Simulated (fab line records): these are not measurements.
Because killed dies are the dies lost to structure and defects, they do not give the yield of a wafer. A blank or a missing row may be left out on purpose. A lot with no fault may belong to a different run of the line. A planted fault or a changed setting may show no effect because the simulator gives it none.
Split-lot trial	flow n5_finfet	7 lots, 21 wafers read, on a route of 1938 steps

## ON THE SPLIT
At N5_BEOL_M3_PECVD_72 (deposits SiO2 from TEOS/O2, target thk 16 nm, time 18 s), the setting time_s was moved away from the recipe's 18 s on 9 of the 21 wafers read, by -14.9% to +6.1%. The other wafers ran this setting at the recipe's value.

The split's own step is where the reading is taken.

## THE READING
SiO2_of_BEOL_M3_PECVD_72.thk_nm (the simulator's own value, which no gauge read), in nm, at N5_BEOL_M3_PECVD_72 (deposits SiO2 from TEOS/O2, target thk 16 nm, time 18 s). No usual value for it is given in the file. Across the 12 wafers here that went through the recipe, the average is 16.0 nm and the standard deviation 0.22 nm.

wafer	tool, chamber at the split	time_s as run, s	against the recipe	SiO2_of_BEOL_M3_PECVD_72.thk_nm, nm	against lot-mates on the recipe
L074.3	pecvd-03, 0	16.86	-6.3%	14.8	-1.4
L074.4	pecvd-03, 2	18	recipe	16.4	-
L074.6	pecvd-03, 0	18	recipe	16	-
L077.1	pecvd-02, 1	16.88	-6.2%	15.2	no lot-mate on the recipe
L077.2	pecvd-02, 0	16.88	-6.2%	15	no lot-mate on the recipe
L077.5	pecvd-02, 0	16.88	-6.2%	15.4	no lot-mate on the recipe
L078.3	pecvd-04, 2	18	recipe	15.8	-
L078.5	pecvd-04, 1	15.31	-14.9%	13.4	-2.4
L078.6	pecvd-04, 2	15.31	-14.9%	13.8	-2.0
L081.1	pecvd-02, 2,1	18	recipe	16	-
L081.4	pecvd-02, 2,1	18	recipe	16	-
L081.2	pecvd-02, 1	18	recipe	15.6	-
L082.4	pecvd-02, 2	19.09	+6.1%	17.4	+1.5
L082.5	pecvd-02, 1	18	recipe	15.8	-
L082.6	pecvd-02, 2	18	recipe	16	-
L084.2	pecvd-03, 1	15.85	-11.9%	14	-2.2
L084.5	pecvd-03, 1	15.85	-11.9%	14.4	-1.8
L084.6	pecvd-03, 0	18	recipe	16.2	-
L095.1	pecvd-03, 2,0	18	recipe	16	-
L095.3	pecvd-03, 2,0	18	recipe	16	-
L095.2	pecvd-03, 1	18	recipe	16.4	-
The file does not say which wafer passed through which chamber wherever a row lists several chambers: such a row stands for several wafers.

THE FIT
A straight line over all 21 wafers: SiO2_of_BEOL_M3_PECVD_72.thk_nm changes by +0.163 nm for each +1% of time_s; r = +0.97; the points scatter about the line by 0.24 nm.
The same after taking each lot's own level away (the mean of its wafers on the recipe; 18 wafers): +0.165 nm for each +1%; r = +0.97; scatter 0.25 nm.
That fit puts the effect of the largest move of time_s on the reading at 2.5 nm.
Across the lots, their own levels run from 15.80 to 16.20 nm, a range of 1.8 times the standard deviation given above.
Consequently the slope shifts little with the lot-to-lot level, the two slopes agreeing.
Check: for one of the wafers moved furthest among these (-14.9%), held out of the fit, the line's prediction against its lot-mates is -2.44 nm. Against them it came out at -2.4 nm.

## OTHER SPLITS APPLIED TO THESE WAFERS
Before the reading, these wafers also passed through other splits. Each is held against what the fit with the lots' levels taken away leaves over:
other split on the same wafers	wafers away from the commonest value	r with SiO2_of_BEOL_M3_PECVD_72.thk_nm (lot level and that fit taken away)
N5_SDB_COAT_03 spin_rpm	7	+0.34
N5_SDB_ETCH_25 time_s	11	-0.16
N5_GATE_CUT_ETCH_58 time_s	4	+0.03
N5_GATE_CUT_DESCUM_18 time_s	6	+0.16
N5_MOL_CONTACT_COAG_ALD_27 ald_cycles	8	-0.10
N5_MOL_CONTACT_COAG_ETCH_67 source_w	6	+0.12
N5_BEOL_M0_SAQP_COAT_69 spin_rpm	4	-0.04
N5_BEOL_M0_ETCH_109 bias_w	4	+0.03

## FILE'S OWN FIT
SiO2_of_BEOL_M3_PECVD_72.thk_nm changes by +0.169 nm for each +1% of time_s, r = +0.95.
